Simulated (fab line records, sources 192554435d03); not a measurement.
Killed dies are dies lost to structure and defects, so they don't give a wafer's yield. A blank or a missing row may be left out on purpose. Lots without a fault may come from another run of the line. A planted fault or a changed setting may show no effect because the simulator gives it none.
fab line records | flow n5_finfet | part 2 of 2: steps 6 to 6 of 6
record lots=9 wafers=27 last_day=17
route steps=1938 shown HKMG_FIN@387 BEOL_M4@1111 PASSIVATION@1936
lots that met no fault: from a run of the same line without faults
start_h: hours from the record's first day to the start of the lot's first wafer shown | wait_h: hours since the lot's step before | " the same as in the row above | L1.1+2: a row that stands for several wafers | - no value, or no start given | * or withheld: withheld | < > ~ a bound
route shown NAME@n: a module of which the file shows steps, and the number in the route of the first | usual: mean/standard deviation of fault-free wafers | same: alike in all rows | chamber/n: place in a boat | sites: the reading at each site | _std_site: their standard deviation | _edge_site: outer sites' mean less inner sites' | radius_mm: how far each site lies from the wafer's centre | mask NAME#n: copy n | behind: the tool/chamber that last shaped the wafer | hold: why the lot was held/for how many hours/how that ended | device: the transistor (n, p or np) that didn't switch | end of line: the same wafers' tests at the end of the route | a step without rows: its recipe alone | killed: dies lost to structure and defects at the first sort, not the wafer's yield | map: a wafer's dies, x killed, . not, _ none there
set.NAME: the setting as run; set.NAME@STEP: as run at that earlier step | model.NAME: the simulator's own value behind a step, which no gauge read
steps of the route over a sample of lots; a table a step, a row a wafer
services: from which hour (start_h, from the record's first day; less than 0 if before it) a tool's chamber was out of use, for how many hours, and why
## steps
# step N5_PASSIVATION_PROBE_49
# usual defect_limited_yield=91.3/1.5 killed_at_M0_to_M3=35/10 killed_at_M4_up=13/5.3 killed_at_contacts=12/5.7 killed_at_front_end=39/11 killed_at_other=3.3/2.7 killed_dies=102/18 killed_on_rim=13/4 killed_open=67/13 killed_short=34/7.8 sort_bin_4_leakage=0/0 sort_bin_5_function=5.1/1 sort_bin_6_memory=3.3/0.68 sort_n_pass=1078/18 sort_yield_pct=91.3/1.5
# same gross_dies=1180 killed_at_back_side=0 sort_bin_8_speed[%]=0
# columns lot.wafer tool chamber start_h wait_h defect_limited_yield[%] killed_at_M0_to_M3 killed_at_M4_up killed_at_contacts killed_at_front_end killed_at_other killed_dies killed_on_rim killed_open killed_short sort_bin_4_leakage[%] sort_bin_5_function[%] sort_bin_6_memory[%] sort_n_pass sort_yield_pct[%]
L878.2 prober-02 - 278.40 0.1 87.7 43 23 28 43 8 145 11 106 38 0 7.6 4.2 1035 87.7
L878.4 prober-02 - 278.50 0.2 90.1 35 16 20 44 2 117 13 88 29 0 6.1 3.6 1063 90.1
L878.5 prober-02 - 278.55 0.2 90.8 48 23 5 29 4 109 15 58 51 0 5.6 3.2 1071 90.8
L883.1 prober-01 - 306.99 0.0 92.9 34 4 6 37 3 84 9 54 29 0 4.2 2.8 1096 92.9
L883.3 prober-01 - 307.09 0.1 91.8 40 9 15 32 1 97 8 69 27 0 4.9 3.1 1083 91.8
L883.6 prober-01 - 307.24 0.3 92.5 35 5 4 40 4 88 13 56 32 0 3.7 3.6 1092 92.5
L890.1 prober-02 - 356.71 0.0 91.0 55 6 11 34 0 106 12 68 38 91.02 5.0 3.6 0 0
L890.2 prober-02 - 356.76 0.1 91.5 38 4 15 41 2 100 10 67 33 91.53 4.6 3.4 0 0
L890.4 prober-02 - 356.86 0.2 91.5 38 6 10 45 1 100 12 64 36 91.53 4.9 3.2 0 0
L891.2 prober-02 - 358.53 0.1 91.1 51 14 8 32 0 105 14 61 41 91.10 5.3 3.3 0 0
L891.3 prober-02 - 358.58 0.1 91.9 56 5 5 29 0 95 11 67 26 91.95 4.4 3.4 0 0
L891.5 prober-02 - 358.68 0.2 93.1 32 7 10 27 6 82 12 51 29 93.05 4.2 2.7 0 0
L889.1 prober-02 - 358.78 0.3 92.7 36 14 7 26 3 86 6 52 34 92.71 5.5 1.7 0 0
L889.4 prober-02 - 358.93 0.5 90.3 30 17 21 43 3 114 12 61 53 90.34 5.3 3.8 0 0
L889.6 prober-02 - 359.03 0.6 92.0 39 15 10 26 4 94 15 60 34 92.03 4.9 2.5 0 0
L893.3 prober-01 - 372.94 0.1 93.0 24 12 19 26 2 83 11 55 27 0 3.9 3.0 1097 93.0
L893.5 prober-01 - 373.04 0.2 91.4 29 17 18 37 1 102 14 64 37 0 4.9 3.6 1078 91.4
L893.6 prober-01 - 373.09 0.3 91.5 40 12 5 35 8 100 12 47 52 0 5.5 2.6 1080 91.5
L896.2 prober-01 - 389.17 0.1 92.2 22 18 10 35 7 92 17 57 33 0 4.8 2.5 1088 92.2
L896.4 prober-01 - 389.27 0.2 89.7 34 19 13 51 5 122 17 83 36 0 6.4 3.4 1058 89.7
L896.6 prober-01 - 389.37 0.3 90.9 26 16 7 52 6 107 9 67 38 0 5.0 3.6 1073 90.9
L897.1 prober-01 - 391.29 0.0 92.9 26 20 1 37 0 84 16 56 27 0 4.2 2.7 1096 92.9
L897.2 prober-01 - 391.34 0.1 94.4 20 10 10 25 1 66 9 43 22 0 3.1 2.5 1114 94.4
L897.6 prober-01 - 391.54 0.3 92.3 36 13 8 34 0 91 14 63 25 0 4.2 3.2 1089 92.3
L898.2 prober-02 - 408.24 0.1 88.9 29 11 10 70 11 131 17 91 39 0 6.7 4.1 1049 88.9
L898.3 prober-02 - 408.29 0.1 91.5 27 20 14 34 5 100 15 65 34 0 4.8 3.1 1080 91.5
L898.5 prober-02 - 408.39 0.2 90.6 24 16 9 58 4 111 14 62 48 0 5.3 3.6 1069 90.6
# killed by level:class
L878.2 MOL_CONTACT_COAG:geometric_particle:open=22 STI_FIN_REVEAL:geometric_particle:open=14 BEOL_M4:geometric_particle:open=14 BEOL_M0_SAQP:geometric_particle:short=11 BEOL_M0:geometric_particle:open=11 BEOL_M2:geometric_particle:open=9 FIN_SAQP:geometric_particle:open=6 MOL_CONTACT_COAG:geometric_particle:short=6
L878.4 MOL_CONTACT_COAG:geometric_particle:open=16 FIN_SAQP:geometric_particle:open=13 BEOL_M0_SAQP:geometric_particle:open=11 BEOL_M4:geometric_particle:open=10 STI_FIN_REVEAL:geometric_particle:open=7 FIN_SAQP:geometric_particle:short=6 BEOL_M0_SAQP:geometric_particle:short=6 BEOL_M2:geometric_particle:open=6
L878.5 BEOL_M0_SAQP:geometric_particle:short=11 BEOL_M4:geometric_particle:open=11 BEOL_M0_SAQP:geometric_particle:open=10 BEOL_M2:geometric_particle:open=10 BEOL_M4:geometric_particle:short=8 FIN_SAQP:geometric_particle:short=7 FIN_SAQP:geometric_particle:open=4 GATE_CUT:geometric_particle:short=4
L883.1 BEOL_M2:geometric_particle:open=14 DUMMY_GATE:geometric_particle:open=7 FIN_SAQP:geometric_particle:open=6 FIN_SAQP:geometric_particle:short=5 MOL_CONTACT_COAG:geometric_particle:open=5 BEOL_M0_SAQP:geometric_particle:open=5 BEOL_M1:geometric_particle:open=5 SPACER0:geometric_particle:open=4
L883.3 MOL_CONTACT_COAG:geometric_particle:open=13 BEOL_M0_SAQP:geometric_particle:short=12 BEOL_M0_SAQP:geometric_particle:open=10 BEOL_M2:geometric_particle:open=9 FIN_SAQP:geometric_particle:open=7 BEOL_M1:geometric_particle:open=5 BEOL_M4:geometric_particle:open=5 STI_FIN_REVEAL:geometric_particle:open=4
L883.6 STI_FIN_REVEAL:geometric_particle:open=11 BEOL_M2:geometric_particle:open=11 FIN_SAQP:geometric_particle:open=9 BEOL_M0_SAQP:geometric_particle:short=9 BEOL_M0_SAQP:geometric_particle:open=7 DUMMY_GATE:geometric_particle:open=5 STARTING-WAFER:geometric_particle:short=4 STI_FIN_REVEAL:geometric_particle:short=3
L890.1 BEOL_M1:geometric_particle:open=16 BEOL_M0_SAQP:geometric_particle:short=13 BEOL_M0_SAQP:geometric_particle:open=13 FIN_SAQP:geometric_particle:short=12 MOL_CONTACT_COAG:geometric_particle:open=11 BEOL_M2:geometric_particle:open=7 FIN_SAQP:geometric_particle:open=4 STI_FIN_REVEAL:geometric_particle:open=3
L890.2 MOL_CONTACT_COAG:geometric_particle:open=14 BEOL_M0_SAQP:geometric_particle:short=11 STI_FIN_REVEAL:geometric_particle:open=8 BEOL_M0_SAQP:geometric_particle:open=8 FIN_SAQP:geometric_particle:short=6 BEOL_M1:geometric_particle:open=6 FIN_SAQP:geometric_particle:open=5 DUMMY_GATE:geometric_particle:open=5
L890.4 FIN_SAQP:geometric_particle:short=13 BEOL_M0_SAQP:geometric_particle:short=9 BEOL_M1:geometric_particle:open=8 MOL_CONTACT_COAG:geometric_particle:open=7 BEOL_M2:geometric_particle:open=7 STI_FIN_REVEAL:geometric_particle:open=6 BEOL_M0_SAQP:geometric_particle:open=6 FIN_SAQP:geometric_particle:open=5
L891.2 BEOL_M2:geometric_particle:open=11 BEOL_M3:geometric_particle:open=9 FIN_SAQP:geometric_particle:short=8 BEOL_M0_SAQP:geometric_particle:short=8 FIN_SAQP:geometric_particle:open=7 BEOL_M3:geometric_particle:short=7 BEOL_M0_SAQP:geometric_particle:open=6 BEOL_M4:geometric_particle:open=6
L891.3 BEOL_M0_SAQP:geometric_particle:open=16 BEOL_M3:geometric_particle:open=10 BEOL_M1:geometric_particle:open=8 BEOL_M2:geometric_particle:open=8 FIN_SAQP:geometric_particle:short=7 BEOL_M0_SAQP:geometric_particle:short=7 FIN_SAQP:geometric_particle:open=5 DUMMY_GATE:geometric_particle:open=5
L891.5 MOL_CONTACT_COAG:geometric_particle:open=7 BEOL_M0_SAQP:geometric_particle:open=7 BEOL_M3:geometric_particle:open=7 BEOL_M4:geometric_particle:open=6 STARTING-WAFER:geometric_particle:short=6 BEOL_M0_SAQP:geometric_particle:short=5 STI_FIN_REVEAL:geometric_particle:open=4 DUMMY_GATE:geometric_particle:open=4
L889.1 FIN_SAQP:geometric_particle:short=9 BEOL_M0:geometric_particle:open=9 BEOL_M0_SAQP:geometric_particle:open=6 MOL_CONTACT_COAG:geometric_particle:open=5 BEOL_M0_SAQP:geometric_particle:short=5 BEOL_M4:geometric_particle:open=5 BEOL_M1:geometric_particle:short=4 GATE_CUT:geometric_particle:open=3
L889.4 MOL_CONTACT_COAG:geometric_particle:open=16 FIN_SAQP:geometric_particle:short=10 BEOL_M4:geometric_particle:open=9 STI_FIN_REVEAL:geometric_particle:open=8 GATE_CUT:geometric_particle:short=8 BEOL_M0:geometric_particle:open=6 FIN_SAQP:geometric_particle:open=5 MOL_CONTACT_COAG:geometric_particle:short=5
L889.6 BEOL_M4:geometric_particle:open=13 BEOL_M0_SAQP:geometric_particle:open=13 BEOL_M0_SAQP:geometric_particle:short=12 MOL_CONTACT_COAG:geometric_particle:open=9 FIN_SAQP:geometric_particle:short=6 FIN_SAQP:geometric_particle:open=5 BEOL_M1:geometric_particle:open=5 GATE_CUT:geometric_particle:short=3
L893.3 MOL_CONTACT_COAG:geometric_particle:open=13 BEOL_M3:geometric_particle:open=12 BEOL_M0_SAQP:geometric_particle:open=7 STI_FIN_REVEAL:geometric_particle:open=6 GATE_CUT:geometric_particle:short=5 MOL_CONTACT_COAG:geometric_particle:short=5 BEOL_M4:geometric_particle:open=5 FIN_SAQP:geometric_particle:short=3
L893.5 MOL_CONTACT_COAG:geometric_particle:open=11 STI_FIN_REVEAL:geometric_particle:open=9 BEOL_M4:geometric_particle:open=9 MOL_CONTACT_COAG:geometric_particle:short=7 FIN_SAQP:geometric_particle:short=6 FIN_SAQP:geometric_particle:open=5 BEOL_M0_SAQP:geometric_particle:open=5 BEOL_M0_SAQP:geometric_particle:short=5
L893.6 BEOL_M0_SAQP:geometric_particle:short=16 BEOL_M0_SAQP:geometric_particle:open=14 FIN_SAQP:geometric_particle:short=10 FIN_SAQP:geometric_particle:open=6 BEOL_M4:geometric_particle:open=5 STI_FIN_REVEAL:geometric_particle:open=4 GATE_CUT:geometric_particle:short=4 MOL_CONTACT_COAG:geometric_particle:open=4
L896.2 FIN_SAQP:geometric_particle:open=8 MOL_CONTACT_COAG:geometric_particle:open=8 FIN_SAQP:geometric_particle:short=6 GATE_CUT:geometric_particle:short=6 BEOL_M0_SAQP:geometric_particle:open=6 BEOL_M1:geometric_particle:open=6 BEOL_M4:geometric_particle:open=5 BEOL_M5:geometric_particle:open=5
L896.4 FIN_SAQP:geometric_particle:open=14 BEOL_M1:geometric_particle:open=14 STI_FIN_REVEAL:geometric_particle:open=10 MOL_CONTACT_COAG:geometric_particle:open=10 BEOL_M0_SAQP:geometric_particle:short=7 BEOL_M4:geometric_particle:open=6 FIN_SAQP:geometric_particle:short=5 DUMMY_GATE:geometric_particle:open=5
L896.6 FIN_SAQP:geometric_particle:open=14 FIN_SAQP:geometric_particle:short=8 BEOL_M1:geometric_particle:open=8 STI_FIN_REVEAL:geometric_particle:open=7 BEOL_M4:geometric_particle:open=7 DUMMY_GATE:geometric_particle:open=6 BEOL_M0_SAQP:geometric_particle:short=6 MOL_CONTACT_COAG:geometric_particle:open=4
L897.1 STI_FIN_REVEAL:geometric_particle:open=13 BEOL_M4:geometric_particle:open=10 BEOL_M1:geometric_particle:open=9 BEOL_M5:geometric_particle:open=5 STI_FIN_REVEAL:geometric_particle:short=4 STARTING-WAFER:geometric_particle:short=4 BEOL_M3:geometric_particle:open=4 ILD0:geometric_particle:short=3
L897.2 MOL_CONTACT_COAG:geometric_particle:open=8 STI_FIN_REVEAL:geometric_particle:open=7 BEOL_M3:geometric_particle:open=5 FIN_SAQP:geometric_particle:short=4 BEOL_M0_SAQP:geometric_particle:open=3 BEOL_M2:geometric_particle:open=3 STARTING-WAFER:geometric_particle:short=3 DUMMY_GATE:geometric_particle:open=2
L897.6 BEOL_M3:geometric_particle:open=9 FIN_SAQP:geometric_particle:open=8 STI_FIN_REVEAL:geometric_particle:open=7 BEOL_M1:geometric_particle:open=7 MOL_CONTACT_COAG:geometric_particle:open=6 FIN_SAQP:geometric_particle:short=5 BEOL_M0_SAQP:geometric_particle:short=5 BEOL_M0:geometric_particle:open=4
L898.2 FIN_SAQP:geometric_particle:open=15 STI_FIN_REVEAL:geometric_particle:open=15 GATE_CUT:geometric_particle:open=12 BEOL_M2:geometric_particle:open=11 MOL_CONTACT_COAG:geometric_particle:open=10 MIM_TOP_ETCH:geometric_particle:open=8 STARTING-WAFER:geometric_particle:short=8 GATE_CUT:geometric_particle:short=7
L898.3 BEOL_M4:geometric_particle:open=12 MOL_CONTACT_COAG:geometric_particle:open=11 FIN_SAQP:geometric_particle:short=8 BEOL_M0_SAQP:geometric_particle:short=8 BEOL_M0_SAQP:geometric_particle:open=7 FIN_SAQP:geometric_particle:open=6 BEOL_M2:geometric_particle:open=6 STI_FIN_REVEAL:geometric_particle:open=5
L898.5 FIN_SAQP:geometric_particle:short=14 FIN_SAQP:geometric_particle:open=10 STI_FIN_REVEAL:geometric_particle:open=10 MOL_CONTACT_COAG:geometric_particle:open=7 DUMMY_GATE:geometric_particle:open=6 GATE_CUT:geometric_particle:short=6 BEOL_M4:geometric_particle:short=5 STARTING-WAFER:geometric_particle:short=5
## services
# columns tool chamber start_h hours kind
plasma_asher-02 - 123.16 4.3 pm
## key
first_sign step=N5_HKMG_FIN_RTA_80 reading=tool_record direction=missing
effect step=N5_BEOL_M4_RC_MEAS_101 reading=IOFF_P_LONG direction=up sigmas=99+ usual=0.000107 struck=0.014066
effect step=N5_BEOL_M4_RC_MEAS_101 reading=IOFF_P_LIN direction=up sigmas=99+ usual=0.100 struck=13.942
effect step=N5_BEOL_M4_RC_MEAS_101 reading=IOFF_P direction=up sigmas=99+ usual=0.209 struck=29.500
effect step=N5_BEOL_M4_RC_MEAS_101 reading=IOFF_P_85C direction=up sigmas=99+ usual=3.6 struck=231.3
effect step=N5_BEOL_M4_RC_MEAS_101 reading=VT_N_LVT direction=up sigmas=64 usual=98.3 struck=252.7
effect step=N5_BEOL_M4_RC_MEAS_101 reading=VT_P direction=up sigmas=49 usual=-249.9 struck=-112.4
effect step=N5_BEOL_M4_RC_MEAS_101 reading=VT_P_LONG direction=up sigmas=49 usual=-275.2 struck=-135.5
effect step=N5_BEOL_M4_RC_MEAS_101 reading=ION_P direction=up sigmas=33 usual=462 struck=639
effect step=N5_BEOL_M4_RC_MEAS_101 reading=IGATE_N direction=up sigmas=11 usual=0.0128 struck=0.0296
effect step=N5_BEOL_M4_RC_MEAS_101 reading=IGATE_P direction=up sigmas=11 usual=0.0039 struck=0.0088
effect step=N5_BEOL_M4_RC_MEAS_101 reading=RS_SD_N direction=down sigmas=9.6 usual=28.5 struck=25.1
effect step=N5_BEOL_M4_RC_MEAS_101 reading=RC_DENSE_N direction=down sigmas=6.5 usual=19.2 struck=16.8
effect step=N5_PASSIVATION_PROBE_49 reading=sort_bin_4_leakage direction=up sigmas=99+ usual=0 struck=91.69
met_at N5_HKMG_FIN_RTA_80
struck_lots L889,L890,L891
not_acting_at N5_HKMG_FIN_HK_ANNEAL_02,N5_HKMG_FIN_CD_MEAS_49,N5_HKMG_FIN_STRIP_60
onset_between 125.75 160.08
fault kind=skipped_step_whole tool=rtp_anneal-01,rtp_anneal-02 chamber=- onset_h=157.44 steps=N5_HKMG_FIN_RTA_80 scope=struck_lots_only
